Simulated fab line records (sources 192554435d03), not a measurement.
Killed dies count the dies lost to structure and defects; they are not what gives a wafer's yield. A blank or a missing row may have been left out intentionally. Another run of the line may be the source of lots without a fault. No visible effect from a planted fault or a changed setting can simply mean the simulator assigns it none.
Which tool did it? / flow n5_finfet / 11 lots, 31 wafers sampled, at 5 steps of a route of 1938

== WHAT THE GAUGES SHOWED, per wafer ==
N5_BEOL_M4_RC_MEAS_101.
lot=L322; measured=day 8 08:11; on=prober-02; DIBL_N (mV/V)=37.7 40.3 35.7; DIBL_P (mV/V)=39.0 41.7 37.3; IOFF_N (nA/um)=0.19 0.25 0.17; IOFF_P (nA/um)=0.24 0.30 0.22; ION_N (uA/um)=689 708 694; ION_P (uA/um)=474 481 478; SS_N (mV/dec)=70.9 71.5 70.7; SS_P (mV/dec)=72.4 73.9 72.3; VT_N (mV)=242 240 244; VT_P (mV)=-246.0 -244.5 -247.6
lot=L323; measured=day 8 17:34; on=prober-01; DIBL_N (mV/V)=33.6 35.9 35.9; DIBL_P (mV/V)=32.6 34.8 34.9; IOFF_N (nA/um)=0.11 0.14 0.14; IOFF_P (nA/um)=0.16 0.20 0.20; ION_N (uA/um)=674 674 691; ION_P (uA/um)=460 461 472; SS_N (mV/dec)=70.4 71.5 71.7; SS_P (mV/dec)=72.6 72.8 73.2; VT_N (mV)=254 252 251; VT_P (mV)=-251.9 -248.7 -249.1
lot=L329; measured=day 9 21:51; on=prober-02; DIBL_N (mV/V)=32.4 36.9; DIBL_P (mV/V)=32.2 36.6; IOFF_N (nA/um)=0.11 0.18; IOFF_P (nA/um)=0.17 0.23; ION_N (uA/um)=673 680; ION_P (uA/um)=463 460; SS_N (mV/dec)=70.6 72.2; SS_P (mV/dec)=72.5 73.7; VT_N (mV)=253 248; VT_P (mV)=-250.5 -249.3
lot=L327; measured=day 10 00:14; on=prober-02; DIBL_N (mV/V)=37.4 38.7; DIBL_P (mV/V)=36.2 38.2; IOFF_N (nA/um)=0.17 0.19; IOFF_P (nA/um)=0.24 0.28; ION_N (uA/um)=681 695; ION_P (uA/um)=474 475; SS_N (mV/dec)=71.5 72.6; SS_P (mV/dec)=73.3 73.8; VT_N (mV)=251 247; VT_P (mV)=-248.1 -247.4
lot=L331; measured=day 10 12:14; on=prober-02; DIBL_N (mV/V)=35.8 37.3 34.9; DIBL_P (mV/V)=33.7 35.3 34.2; IOFF_N (nA/um)=0.16 0.17 0.14; IOFF_P (nA/um)=0.19 0.20 0.19; ION_N (uA/um)=682 685 674; ION_P (uA/um)=468 466 469; SS_N (mV/dec)=70.4 71.9 71.3; SS_P (mV/dec)=72.5 74.0 73.3; VT_N (mV)=247 248 250; VT_P (mV)=-248.5 -251.6 -251.7
lot=L330; measured=day 10 15:54; on=prober-02; DIBL_N (mV/V)=37.2 38.9 35.4; DIBL_P (mV/V)=35.2 36.9 33.4; IOFF_N (nA/um)=0.17 0.19 0.13; IOFF_P (nA/um)=0.20 0.22 0.17; ION_N (uA/um)=675 687 670; ION_P (uA/um)=458 469 463; SS_N (mV/dec)=71.4 71.9 71.0; SS_P (mV/dec)=72.9 73.0 72.4; VT_N (mV)=249 250 255; VT_P (mV)=-251.0 -249.8 -253.7
lot=L332; measured=day 11 06:15; on=prober-02; DIBL_N (mV/V)=31.4 34.2 33.4; DIBL_P (mV/V)=29.7 33.4 31.2; IOFF_N (nA/um)=0.10 0.13 0.13; IOFF_P (nA/um)=0.14 0.19 0.15; ION_N (uA/um)=662 685 679; ION_P (uA/um)=460 473 461; SS_N (mV/dec)=70.6 70.9 70.2; SS_P (mV/dec)=71.3 72.5 72.0; VT_N (mV)=255 249 252; VT_P (mV)=-255.3 -249.2 -253.8
lot=L335; measured=day 11 22:40; on=prober-01; DIBL_N (mV/V)=40.6 32.5 39.4; DIBL_P (mV/V)=39.8 31.5 38.9; IOFF_N (nA/um)=0.27 0.11 0.24; IOFF_P (nA/um)=0.30 0.16 0.28; ION_N (uA/um)=704 668 703; ION_P (uA/um)=478 460 475; SS_N (mV/dec)=72.7 70.4 71.9; SS_P (mV/dec)=75.1 72.3 74.9; VT_N (mV)=240 253 244; VT_P (mV)=-246.0 -252.3 -246.3
lot=L336; measured=day 12 02:11; on=prober-02; DIBL_N (mV/V)=36.4 38.8 33.6; DIBL_P (mV/V)=37.1 40.4 33.1; IOFF_N (nA/um)=0.16 0.20 0.11; IOFF_P (nA/um)=0.22 0.26 0.16; ION_N (uA/um)=661 678 649; ION_P (uA/um)=459 458 445; SS_N (mV/dec)=71.9 72.7 71.4; SS_P (mV/dec)=72.8 73.6 72.1; VT_N (mV)=251 248 254; VT_P (mV)=-248.0 -247.3 -253.0
lot=L338; measured=day 12 03:43; on=prober-02; DIBL_N (mV/V)=36.9 36.0 33.5; DIBL_P (mV/V)=34.9 35.5 31.8; IOFF_N (nA/um)=0.14 0.16 0.10; IOFF_P (nA/um)=0.20 0.23 0.16; ION_N (uA/um)=636 680 657; ION_P (uA/um)=451 476 460; SS_N (mV/dec)=71.3 71.0 70.1; SS_P (mV/dec)=73.2 73.0 72.1; VT_N (mV)=253 247 258; VT_P (mV)=-249.9 -246.2 -248.2
lot=L339; measured=day 12 21:17; on=prober-02; DIBL_N (mV/V)=35.7 34.3 36.9; DIBL_P (mV/V)=35.0 33.1 35.8; IOFF_N (nA/um)=0.15 0.12 0.16; IOFF_P (nA/um)=0.20 0.17 0.21; ION_N (uA/um)=693 669 680; ION_P (uA/um)=480 457 464; SS_N (mV/dec)=71.4 71.2 71.9; SS_P (mV/dec)=73.5 72.0 73.0; VT_N (mV)=251 254 250; VT_P (mV)=-249.1 -251.4 -249.4

== EACH LOT AND THE TOOL THAT RAN IT (in order: tool; ch and the chambers of the sampled wafers; start) ==
lot=L322; N5_BEOL_M4_SPUTTER_48=pvd_sputter-02, day 8 05:09; N5_BEOL_M4_ANNEAL_80=pvd_sputter-02, day 8 05:27; N5_BEOL_M4_ANNEAL_82=pvd_sputter-02, day 8 05:40; N5_BEOL_M4_ANNEAL_89=pvd_sputter-02, day 8 06:07
lot=L323; N5_BEOL_M4_SPUTTER_48=pvd_sputter-02, day 8 14:23; N5_BEOL_M4_ANNEAL_80=pvd_sputter-02, day 8 14:41; N5_BEOL_M4_ANNEAL_82=pvd_sputter-02, day 8 14:55; N5_BEOL_M4_ANNEAL_89=pvd_sputter-02, day 8 15:21
lot=L329; N5_BEOL_M4_SPUTTER_48=pvd_sputter-02, day 9 18:15; N5_BEOL_M4_ANNEAL_80=pvd_sputter-02, day 9 18:33; N5_BEOL_M4_ANNEAL_82=pvd_sputter-02, day 9 18:46; N5_BEOL_M4_ANNEAL_89=pvd_sputter-02, day 9 19:13
lot=L327; N5_BEOL_M4_SPUTTER_48=pvd_sputter-01, day 9 21:22; N5_BEOL_M4_ANNEAL_80=pvd_sputter-01, day 9 21:40; N5_BEOL_M4_ANNEAL_82=pvd_sputter-01, day 9 21:53; N5_BEOL_M4_ANNEAL_89=pvd_sputter-01, day 9 22:20
lot=L331; N5_BEOL_M4_SPUTTER_48=pvd_sputter-03, day 10 09:13; N5_BEOL_M4_ANNEAL_80=pvd_sputter-03, day 10 09:31; N5_BEOL_M4_ANNEAL_82=pvd_sputter-03, day 10 09:44; N5_BEOL_M4_ANNEAL_89=pvd_sputter-03, day 10 10:11
lot=L330; N5_BEOL_M4_SPUTTER_48=pvd_sputter-01, day 10 12:53; N5_BEOL_M4_ANNEAL_80=pvd_sputter-01, day 10 13:11; N5_BEOL_M4_ANNEAL_82=pvd_sputter-01, day 10 13:25; N5_BEOL_M4_ANNEAL_89=pvd_sputter-01, day 10 13:51
lot=L332; N5_BEOL_M4_SPUTTER_48=pvd_sputter-02, day 11 02:56; N5_BEOL_M4_ANNEAL_80=pvd_sputter-02, day 11 03:14; N5_BEOL_M4_ANNEAL_82=pvd_sputter-02, day 11 03:27; N5_BEOL_M4_ANNEAL_89=pvd_sputter-02, day 11 03:53
lot=L335; N5_BEOL_M4_SPUTTER_48=pvd_sputter-03, day 11 18:53; N5_BEOL_M4_ANNEAL_80=pvd_sputter-03, day 11 19:11; N5_BEOL_M4_ANNEAL_82=pvd_sputter-03, day 11 19:24; N5_BEOL_M4_ANNEAL_89=pvd_sputter-03, day 11 19:50
lot=L336; N5_BEOL_M4_SPUTTER_48=pvd_sputter-02, day 11 23:19; N5_BEOL_M4_ANNEAL_80=pvd_sputter-02, day 11 23:37; N5_BEOL_M4_ANNEAL_82=pvd_sputter-02, day 11 23:50; N5_BEOL_M4_ANNEAL_89=pvd_sputter-02, day 12 00:17
lot=L338; N5_BEOL_M4_SPUTTER_48=pvd_sputter-01, day 12 00:47; N5_BEOL_M4_ANNEAL_80=pvd_sputter-01, day 12 01:05; N5_BEOL_M4_ANNEAL_82=pvd_sputter-01, day 12 01:18; N5_BEOL_M4_ANNEAL_89=pvd_sputter-01, day 12 01:44
lot=L339; N5_BEOL_M4_SPUTTER_48=pvd_sputter-03, day 12 17:57; N5_BEOL_M4_ANNEAL_80=pvd_sputter-03, day 12 18:15; N5_BEOL_M4_ANNEAL_82=pvd_sputter-03, day 12 18:28; N5_BEOL_M4_ANNEAL_89=pvd_sputter-03, day 12 18:55
- N5_BEOL_M4_SPUTTER_48: material Cu, target thk 4.5 nm, time 8.29 s.
- N5_BEOL_M4_ANNEAL_80: time 240 s.
- N5_BEOL_M4_ANNEAL_82: time 240 s.
- N5_BEOL_M4_ANNEAL_89: time 240 s.

== AS READ BY THE TOOLS THEMSELVES (means over the sampled wafers that have a number; for cases with no such wafer, the mark the record gives instead) ==
N5_BEOL_M4_SPUTTER_48.
lot=L322; tool=pvd_sputter-02; chamber_pressure_pa (Pa)=0.07002; throttle_valve_pct (%)=29.5
lot=L323; tool=pvd_sputter-02; chamber_pressure_pa (Pa)=0.06994; throttle_valve_pct (%)=30.5
lot=L329; tool=pvd_sputter-02; chamber_pressure_pa (Pa)=0.06992; throttle_valve_pct (%)=29.4
lot=L327; tool=pvd_sputter-01; chamber_pressure_pa (Pa)=0.06996; throttle_valve_pct (%)=30.5
lot=L331; tool=pvd_sputter-03; chamber_pressure_pa (Pa)=0.07004; throttle_valve_pct (%)=30.4
lot=L330; tool=pvd_sputter-01; chamber_pressure_pa (Pa)=0.06991; throttle_valve_pct (%)=30.6
lot=L332; tool=pvd_sputter-02; chamber_pressure_pa (Pa)=0.07016; throttle_valve_pct (%)=30.0
lot=L335; tool=pvd_sputter-03; chamber_pressure_pa (Pa)=0.06999; throttle_valve_pct (%)=30.6
lot=L336; tool=pvd_sputter-02; chamber_pressure_pa (Pa)=0.06996; throttle_valve_pct (%)=29.7
lot=L338; tool=pvd_sputter-01; chamber_pressure_pa (Pa)=0.07001; throttle_valve_pct (%)=29.9
lot=L339; tool=pvd_sputter-03; chamber_pressure_pa (Pa)=0.06994; throttle_valve_pct (%)=30.4

N5_BEOL_M4_ANNEAL_80.
lot=L322; tool=pvd_sputter-02; heater_power_w (W)=846; susceptor_temp_C (C)=399.94
lot=L323; tool=pvd_sputter-02; heater_power_w (W)=850; susceptor_temp_C (C)=400.05
lot=L329; tool=pvd_sputter-02; heater_power_w (W)=936; susceptor_temp_C (C)=399.77
lot=L327; tool=pvd_sputter-01; heater_power_w (W)=858; susceptor_temp_C (C)=400.21
lot=L331; tool=pvd_sputter-03; heater_power_w (W)=744; susceptor_temp_C (C)=399.95
lot=L330; tool=pvd_sputter-01; heater_power_w (W)=847; susceptor_temp_C (C)=399.96
lot=L332; tool=pvd_sputter-02; heater_power_w (W)=915; susceptor_temp_C (C)=400.05
lot=L335; tool=pvd_sputter-03; heater_power_w (W)=746; susceptor_temp_C (C)=399.86
lot=L336; tool=pvd_sputter-02; heater_power_w (W)=871; susceptor_temp_C (C)=400.01
lot=L338; tool=pvd_sputter-01; heater_power_w (W)=830; susceptor_temp_C (C)=400.03
lot=L339; tool=pvd_sputter-03; heater_power_w (W)=751; susceptor_temp_C (C)=399.94

N5_BEOL_M4_ANNEAL_82.
lot=L322; tool=pvd_sputter-02; heater_power_w (W)=845; susceptor_temp_C (C)=400.14
lot=L323; tool=pvd_sputter-02; heater_power_w (W)=857; susceptor_temp_C (C)=399.94
lot=L329; tool=pvd_sputter-02; heater_power_w (W)=940; susceptor_temp_C (C)=399.89
lot=L327; tool=pvd_sputter-01; heater_power_w (W)=866; susceptor_temp_C (C)=400.06
lot=L331; tool=pvd_sputter-03; heater_power_w (W)=751; susceptor_temp_C (C)=399.99
lot=L330; tool=pvd_sputter-01; heater_power_w (W)=853; susceptor_temp_C (C)=400.05
lot=L332; tool=pvd_sputter-02; heater_power_w (W)=908; susceptor_temp_C (C)=399.95
lot=L335; tool=pvd_sputter-03; heater_power_w (W)=757; susceptor_temp_C (C)=400.02
lot=L336; tool=pvd_sputter-02; heater_power_w (W)=873; susceptor_temp_C (C)=399.86
lot=L338; tool=pvd_sputter-01; heater_power_w (W)=-; susceptor_temp_C (C)=-
lot=L339; tool=pvd_sputter-03; heater_power_w (W)=-; susceptor_temp_C (C)=-

N5_BEOL_M4_ANNEAL_89.
lot=L322; tool=pvd_sputter-02; heater_power_w (W)=852; susceptor_temp_C (C)=399.83
lot=L323; tool=pvd_sputter-02; heater_power_w (W)=835; susceptor_temp_C (C)=399.83
lot=L329; tool=pvd_sputter-02; heater_power_w (W)=952; susceptor_temp_C (C)=399.79
lot=L327; tool=pvd_sputter-01; heater_power_w (W)=876; susceptor_temp_C (C)=399.94
lot=L331; tool=pvd_sputter-03; heater_power_w (W)=746; susceptor_temp_C (C)=399.95
lot=L330; tool=pvd_sputter-01; heater_power_w (W)=859; susceptor_temp_C (C)=400.11
lot=L332; tool=pvd_sputter-02; heater_power_w (W)=904; susceptor_temp_C (C)=399.91
lot=L335; tool=pvd_sputter-03; heater_power_w (W)=761; susceptor_temp_C (C)=400.04
lot=L336; tool=pvd_sputter-02; heater_power_w (W)=880; susceptor_temp_C (C)=400.20
lot=L338; tool=pvd_sputter-01; heater_power_w (W)=826; susceptor_temp_C (C)=399.82
lot=L339; tool=pvd_sputter-03; heater_power_w (W)=763; susceptor_temp_C (C)=400.01

== THE ANSWER, worked out from the rows above alone ==
Rule: what is usual is taken from the lots themselves. Put in order of their means at a reading, lots are off if they are a third of the lots or fewer, leave a main group of 4 or more, and stand apart from it by a gap of 3 or more times the standard deviation of the main group's means; of several such gaps the widest counts. A main group is skipped when, at the precision printed for the reading in the tables above, its means are all equal. Also off: a lot with no number at a reading for which 4 or more lots have one. Any other lot the step has rows for is counted as sound. The gauges are gone through in route order, then the tools' own readings, and for those a lot's mean is taken as printed above. The first step at which some lot is off is used, and at that step the reading that is off furthest; a lot without a number counts as furthest.
Off: L338, L339 (N5_BEOL_M4_ANNEAL_82, heater_power_w). Without a number there: L338, L339. For the main group the mean is 850 W and the standard deviation 58.
A tool fits if, at that step or a process step before it, it ran every lot that is off, and no sound lot after the first of them. No candidate that was tried fits.

== WHAT HAD BEEN PUT IN BY THE SIMULATOR ==
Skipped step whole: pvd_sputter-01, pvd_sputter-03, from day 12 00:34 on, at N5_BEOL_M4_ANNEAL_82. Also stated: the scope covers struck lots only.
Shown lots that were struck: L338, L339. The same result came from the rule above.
